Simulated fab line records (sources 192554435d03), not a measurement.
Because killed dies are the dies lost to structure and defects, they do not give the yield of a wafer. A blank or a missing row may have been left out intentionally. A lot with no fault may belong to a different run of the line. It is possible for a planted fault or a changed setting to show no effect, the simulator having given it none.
What tool caused it?    flow n5 finfet    Sampling: 24 lots, 72 wafers, 6 of 1938 route steps

## WHAT THE GAUGES READ, wafer by wafer
N5_GATE_CUT_CD_MEAS_13: target cd 20 nm.
lot   measured      on         cd nm (nm)
L074  day 4 11:35   cd sem-02  20.41 19.87 20.04
L075  day 4 18:11   cd sem-03  20.30 20.06 20.10
L076  day 5 02:25   cd sem-03  20.10 20.35 20.21
L077  day 5 06:34   cd sem-02  20.31 20.16 19.63
L078  day 5 12:30   cd sem-02  20.25 20.72 19.92
L079  day 5 17:58   cd sem-01  20.07 20.35 19.72
L080  day 5 23:39   cd sem-03  20.37 20.55 20.33
L081  day 6 05:56   cd sem-01  19.95 20.20 20.39
L082  day 6 14:57   cd sem-02  20.02 19.69 20.32
L083  day 6 16:10   cd sem-01  19.99 19.94 19.82
L084  day 7 00:34   cd sem-01  20.11 20.15 20.07
L085  day 7 07:14   cd sem-01  19.69 20.30 20.04
L086  day 7 12:28   cd sem-02  20.10 19.75 20.27
L087  day 7 16:58   cd sem-03  20.10 20.19 20.07
L088  day 7 23:10   cd sem-02  19.92 20.26 20.07
L089  day 8 08:28   cd sem-01  20.13 20.55 20.29
L090  day 8 09:11   cd sem-01  20.27 19.64 19.82
L091  day 8 18:01   cd sem-01  20.01 19.78 20.01
L092  day 8 23:24   cd sem-03  20.48 19.47 19.63
L093  day 9 03:10   cd sem-03  19.77 19.95 19.88
L094  day 9 19:38   cd sem-03  20.06 20.03 20.41
L095  day 9 21:38   cd sem-01  19.87 20.21 20.32
L096  day 10 02:26  cd sem-01  19.57 19.86 19.99
L097  day 10 05:39  cd sem-02  19.88 20.45 20.37

N5_MOL_CONTACT_COAG_CD_MEAS_08: target cd 28 nm.
lot   measured      on         cd nm (nm)
L074  day 4 15:34   cd sem-02  28.43 28.04 27.84
L075  day 4 22:06   cd sem-03  28.18 28.11 28.10
L076  day 5 06:31   cd sem-03  27.79 27.94 27.64
L077  day 5 10:46   cd sem-01  28.28 28.29 27.88
L078  day 5 16:49   cd sem-01  28.05 27.94 28.09
L079  day 5 22:28   cd sem-01  28.29 28.02 28.13
L080  day 6 03:26   cd sem-02  27.73 27.87 27.90
L081  day 6 09:43   cd sem-02  28.00 28.19 28.35
L082  day 6 19:08   cd sem-03  27.82 27.61 27.85
L083  day 6 20:26   cd sem-02  28.79 27.90 28.47
L084  day 7 04:37   cd sem-02  27.70 27.89 27.97
L085  day 7 11:08   cd sem-03  28.17 28.13 28.53
L086  day 7 16:33   cd sem-01  27.94 27.70 28.13
L087  day 7 20:58   cd sem-03  28.25 28.37 28.18
L088  day 8 03:04   cd sem-01  28.09 27.53 27.85
L089  day 8 12:22   cd sem-03  28.41 27.99 28.08
L090  day 8 14:35   cd sem-03  28.28 28.42 28.13
L091  day 8 21:58   cd sem-02  28.09 27.95 28.36
L092  day 9 05:05   cd sem-03  28.14 28.11 28.41
L093  day 9 08:22   cd sem-03  28.07 28.48 27.84
L094  day 9 23:48   cd sem-01  27.65 28.25 28.12
L095  day 10 01:28  cd sem-03  28.04 27.92 28.17
L096  day 10 06:29  cd sem-03  28.40 28.58 28.46
L097  day 10 10:49  cd sem-02  27.96 27.40 27.76

## WHAT TOOL EACH LOT RAN ON (gives the tool, then ch and the chambers of the sampled wafers, and finally the start)
lot   N5_GATE_CUT_STRIP_59                N5_GATE_CUT_HM_OPEN_40              N5_GATE_CUT_VAPOR_ETCH_48          N5_GATE_CUT_CMP_43
L074  rie diel-04 ch 0,1,3, day 4 08:26   rie diel-03 ch 1,3, day 4 11:53     rie metal-03 ch 1, day 4 12:17     cmp-03 ch 0,2, day 4 14:38
L075  rie diel-04 ch 0,1,3, day 4 14:53   rie diel-02 ch 0,1,2, day 4 18:28   rie metal-02 ch 0,1, day 4 18:53   cmp-03 ch 2,3, day 4 21:02
L076  rie diel-04 ch 0,1,3, day 4 21:55   rie diel-02 ch 0,1, day 5 02:42     rie metal-01 ch 1, day 5 03:18     cmp-04 ch 1,2,3, day 5 05:30
L077  rie diel-04 ch 0,2, day 5 03:17     rie diel-03 ch 0,2, day 5 07:16     rie metal-03 ch 0,1, day 5 07:40   cmp-03 ch 0,2,3, day 5 09:46
L078  rie diel-03 ch 1,3, day 5 09:14     rie diel-03 ch 0,3, day 5 12:52     rie metal-02 ch 0,1, day 5 13:16   cmp-03 ch 1,2,3, day 5 15:51
L079  rie diel-03 ch 0,1,2, day 5 14:35   rie diel-02 ch 0,2,3, day 5 18:27   rie metal-03 ch 0,1, day 5 18:52   cmp-01 ch 1,2,3, day 5 21:25
L080  rie diel-03 ch 1,2,3, day 5 20:22   rie diel-04 ch 0,1,2, day 5 23:56   rie metal-03 ch 0,1, day 6 00:21   cmp-01 ch 0,2,3, day 6 02:26
L081  rie diel-03 ch 1,2,3, day 6 02:47   rie diel-02 ch 1,2, day 6 06:13     rie metal-02 ch 0,1, day 6 06:38   cmp-04 ch 0,1,3, day 6 08:56
L082  rie diel-03 ch 1,2,3, day 6 11:46   rie diel-02 ch 0,3, day 6 15:14     rie metal-01 ch 1, day 6 15:50     cmp-03 ch 1,2,3, day 6 18:09
L083  rie diel-02 ch 1,3, day 6 12:53     rie diel-03 ch 1,2,3, day 6 16:26   rie metal-02 ch 0,1, day 6 16:52   cmp-03 ch 1,3, day 6 19:25
L084  rie diel-04 ch 0,3, day 6 21:17     rie diel-04 ch 2,3, day 7 00:51     rie metal-01 ch 1, day 7 01:26     cmp-04 ch 1,2, day 7 03:36
L085  rie diel-03 ch 1,3, day 7 04:05     rie diel-03 ch 0,3, day 7 07:31     rie metal-02 ch 0,1, day 7 07:56   cmp-01 ch 0,1,2, day 7 10:05
L086  rie diel-04 ch 2,3, day 7 09:18     rie diel-03 ch 0,2, day 7 12:47     rie metal-01 ch 1, day 7 13:22     cmp-03 ch 2,3, day 7 15:33
L087  rie diel-03 ch 0,2,3, day 7 13:35   rie diel-02 ch 0,2, day 7 17:28     rie metal-03 ch 0,1, day 7 17:52   cmp-04 ch 0,1, day 7 19:57
L088  rie diel-04 ch 0,1,2, day 7 19:53   rie diel-03 ch 0,2, day 7 23:34     rie metal-01 ch 0,1, day 7 23:58   cmp-04 ch 0,1,3, day 8 02:08
L089  rie diel-04 ch 0,1, day 8 05:18     rie diel-03 ch 0,1, day 8 08:44     rie metal-03 ch 0,1, day 8 09:10   cmp-03 ch 0,1, day 8 11:14
L090  rie diel-04 ch 0,1, day 8 06:01     rie diel-03 ch 0,1,2, day 8 09:41   rie metal-01 ch 0,1, day 8 10:05   cmp-01 ch 2,3, day 8 13:27
L091  rie diel-04 ch 0,3, day 8 14:51     rie diel-04 ch 1,2, day 8 18:18     rie metal-02 ch 0,1, day 8 18:43   cmp-03 ch 0,1, day 8 20:52
L092  rie diel-02 ch 1,2, day 8 20:07     rie diel-04 ch 0,3, day 8 23:41     rie metal-01 ch 0, day 9 00:06     cmp-04 ch 1,2,3, day 9 04:07
L093  rie diel-02 ch 1,2,3, day 8 23:53   rie diel-04 ch 0,2,3, day 9 03:40   rie metal-03 ch 0,1, day 9 04:05   cmp-03 ch 0,1,2, day 9 06:10
L094  rie diel-03 ch 0,1, day 9 13:55     rie diel-03 ch 0,1, day 9 19:55     rie metal-01 ch 0, day 9 20:19     cmp-04 ch 1,2, day 9 22:40
L095  rie diel-04 ch 0,1,2, day 9 18:29   rie diel-04 ch 1,2,3, day 9 21:56   rie metal-01 ch 0,1, day 9 22:20   cmp-04 ch 0,1,2, day 10 00:34
L096  rie diel-04 ch 2,3, day 9 23:14     rie diel-03 ch 0,2,3, day 10 02:47  rie metal-03 ch 0,1, day 10 03:11  cmp-04 ch 0,2,3, day 10 05:31
L097  rie diel-02 ch 0,1,3, day 10 02:20  rie diel-04 ch 1,2, day 10 05:56    rie metal-01 ch 0,1, day 10 06:21  cmp-01 ch 2,3, day 10 09:40
- N5_GATE_CUT_STRIP_59: strips in N2/H2, time 20 s.
- N5_GATE_CUT_HM_OPEN_40: chemistry C4F6/O2, target SiO2, target depth 139 nm, time 85.1 s.
- N5_GATE_CUT_VAPOR_ETCH_48: etches TiN in BCl3/Cl2.
- N5_GATE_CUT_CMP_43: polishes SiO2.

## AS READ BY THE TOOLS THEMSELVES (means over the sampled wafers that have a number; for cases with no such wafer, the mark the record gives instead)
N5_GATE_CUT_STRIP_59.
lot   tool         drypump motor current A (A)  oes product au (a.u.)  rf vpp V (V)  showerhead plenum p Torr (Torr)  throttle valve pct (%)
L074  rie diel-04  5.7                          0.84                   44.7          3.33                             12.18
L075  rie diel-04  5.7                          0.83                   45.6          3.33                             12.18
L076  rie diel-04  5.7                          0.83                   46.1          3.33                             12.19
L077  rie diel-04  5.8                          0.72                   44.8          3.35                             12.24
L078  rie diel-03  5.4                          0.68                   45.9          3.47                             12.51
L079  rie diel-03  5.5                          0.70                   44.9          3.35                             12.54
L080  rie diel-03  5.6                          0.69                   45.2          3.43                             12.57
L081  rie diel-03  5.6                          0.68                   44.7          3.42                             12.56
L082  rie diel-03  5.5                          0.68                   45.0          3.42                             12.56
L083  rie diel-02  6.1                          0.81                   45.5          3.43                             12.02
L084  rie diel-04  5.9                          0.85                   45.2          3.33                             12.12
L085  rie diel-03  5.4                          0.67                   45.6          3.46                             12.55
L086  rie diel-04  6.1                          0.85                   45.4          3.32                             12.03
L087  rie diel-03  5.6                          0.71                   44.4          3.35                             12.57
L088  rie diel-04  5.7                          0.74                   45.0          3.32                             12.30
L089  rie diel-04  5.5                          0.78                   45.3          3.30                             12.33
L090  rie diel-04  5.5                          0.74                   44.9          3.34                             12.40
L091  rie diel-04  5.9                          0.83                   45.3          3.33                             12.17
L092  rie diel-02  6.4                          0.82                   45.0          3.40                             11.94
L093  rie diel-02  6.1                          0.82                   44.8          3.44                             11.96
L094  rie diel-03  5.3                          0.87                   45.4          3.37                             12.16
L095  rie diel-04  5.7                          0.73                   44.9          3.32                             12.34
L096  rie diel-04  6.1                          0.82                   44.6          3.31                             12.07
L097  rie diel-02  6.1                          0.76                   45.9          3.41                             12.12

N5_GATE_CUT_HM_OPEN_40.
lot   tool         C4F6_flow_sccm (sccm)  drypump motor current A (A)  etch rf on time s (s)  oes_f_703_au (a.u.)  oes product au (a.u.)  rf vpp V (V)  showerhead plenum p Torr (Torr)  throttle valve pct (%)
L074  rie diel-03  10.01                  5.4                          96.3                   0.68                 0.61                   655           2.92                             21.20
L075  rie diel-02  9.99                   6.3                          93.1                   0.81                 0.73                   666           2.85                             20.69
L076  rie diel-02  10.05                  6.4                          92.5                   0.74                 0.67                   668           2.83                             20.75
L077  rie diel-03  9.99                   5.6                          98.0                   0.74                 0.66                   663           2.77                             21.26
L078  rie diel-03  10.02                  5.6                          96.2                   0.74                 0.66                   658           2.80                             21.16
L079  rie diel-02  10.01                  6.1                          93.5                   0.85                 0.79                   664           2.90                             20.67
L080  rie diel-04  10.00                  5.6                          93.6                   0.77                 0.69                   660           2.81                             20.89
L081  rie diel-02  10.00                  6.4                          92.9                   0.82                 0.76                   666           2.87                             20.64
L082  rie diel-02  10.01                  6.0                          95.0                   0.80                 0.72                   665           2.88                             20.74
L083  rie diel-03  10.01                  5.6                          96.7                   0.68                 0.62                   663           2.89                             21.24
L084  rie diel-04  9.99                   6.1                          94.5                   0.85                 0.76                   661           2.80                             20.76
L085  rie diel-03  10.00                  5.6                          94.1                   0.72                 0.66                   658           2.80                             21.18
L086  rie diel-03  9.97                   5.6                          95.1                   0.71                 0.63                   670           2.80                             21.34
L087  rie diel-02  10.01                  6.3                          95.0                   0.82                 0.75                   665           2.86                             20.66
L088  rie diel-03  10.00                  5.6                          93.0                   0.72                 0.65                   662           2.76                             21.30
L089  rie diel-03  10.02                  5.4                          95.5                   0.80                 0.73                   655           2.79                             21.14
L090  rie diel-03  10.03                  5.5                          93.3                   0.79                 0.71                   662           2.82                             21.21
L091  rie diel-04  9.99                   5.6                          93.8                   0.78                 0.70                   655           2.78                             20.95
L092  rie diel-04  9.98                   5.9                          94.2                   0.85                 0.75                   654           2.79                             20.81
L093  rie diel-04  10.01                  5.8                          93.6                   0.78                 0.69                   663           2.80                             20.83
L094  rie diel-03  10.02                  5.4                          93.2                   0.78                 0.72                   655           2.79                             21.16
L095  rie diel-04  10.00                  5.8                          93.4                   0.80                 0.72                   657           2.78                             20.87
L096  rie diel-03  9.97                   5.6                          94.5                   0.78                 0.71                   664           2.82                             21.14
L097  rie diel-04  10.01                  5.8                          96.3                   0.73                 0.66                   666           2.80                             20.90

N5_GATE_CUT_VAPOR_ETCH_48.
lot   tool          drypump motor current A (A)  oes product au (a.u.)
L074  rie metal-03  5.9                          0.88
L075  rie metal-02  5.9                          0.94
L076  rie metal-01  6.2                          0.83
L077  rie metal-03  6.0                          0.80
L078  rie metal-02  5.9                          0.92
L079  rie metal-03  6.0                          0.80
L080  rie metal-03  6.0                          0.80
L081  rie metal-02  5.6                          0.89
L082  rie metal-01  6.2                          0.81
L083  rie metal-02  5.9                          0.91
L084  rie metal-01  6.2                          0.81
L085  rie metal-02  5.9                          0.90
L086  rie metal-01  6.2                          0.81
L087  rie metal-03  6.0                          0.78
L088  rie metal-01  6.0                          0.86
L089  rie metal-03  6.0                          0.81
L090  rie metal-01  6.0                          0.85
L091  rie metal-02  5.9                          0.88
L092  rie metal-01  5.6                          0.94
L093  rie metal-03  6.0                          0.80
L094  rie metal-01  5.6                          0.93
L095  rie metal-01  6.0                          0.83
L096  rie metal-03  6.0                          0.77
L097  rie metal-01  6.0                          0.83

N5_GATE_CUT_CMP_43.
lot   tool    motor current A (A)
L074  cmp-03  11.6
L075  cmp-03  12.8
L076  cmp-04  13.2
L077  cmp-03  11.9
L078  cmp-03  12.0
L079  cmp-01  12.2
L080  cmp-01  11.1
L081  cmp-04  13.1
L082  cmp-03  12.2
L083  cmp-03  12.2
L084  cmp-04  13.9
L085  cmp-01  11.2
L086  cmp-03  12.2
L087  cmp-04  13.6
L088  cmp-04  13.3
L089  cmp-03  11.4
L090  cmp-01  12.2
L091  cmp-03  12.0
L092  cmp-04  13.6
L093  cmp-03  11.6
L094  cmp-04  13.5
L095  cmp-04  13.5
L096  cmp-04  13.1
L097  cmp-01  11.7

## THE ANSWER, worked out from the rows above alone
Rule: what is usual is taken from the lots themselves. Put in order of their means at a reading, lots are off if they are a third of the lots or fewer, leave a main group of 4 or more, and stand apart from it by a gap of 3 or more times the standard deviation of the main group's means; of several such gaps the widest counts. A main group is skipped when, at the precision printed for the reading in the tables above, its means are all equal. A lot without any number at a reading at which 4 lots or more have one is off too. The other lots that the step has rows for count as sound. Order of review: gauges by route order, followed by the tools' own readings, for which a lot's mean as printed above is used. The first step at which some lot is off is used, and at that step the reading that is off furthest; a lot without a number counts as furthest.
No lot is off on any of the readings shown, so nothing can be concluded from this.

## WHAT HAD BEEN PUT IN BY THE SIMULATOR
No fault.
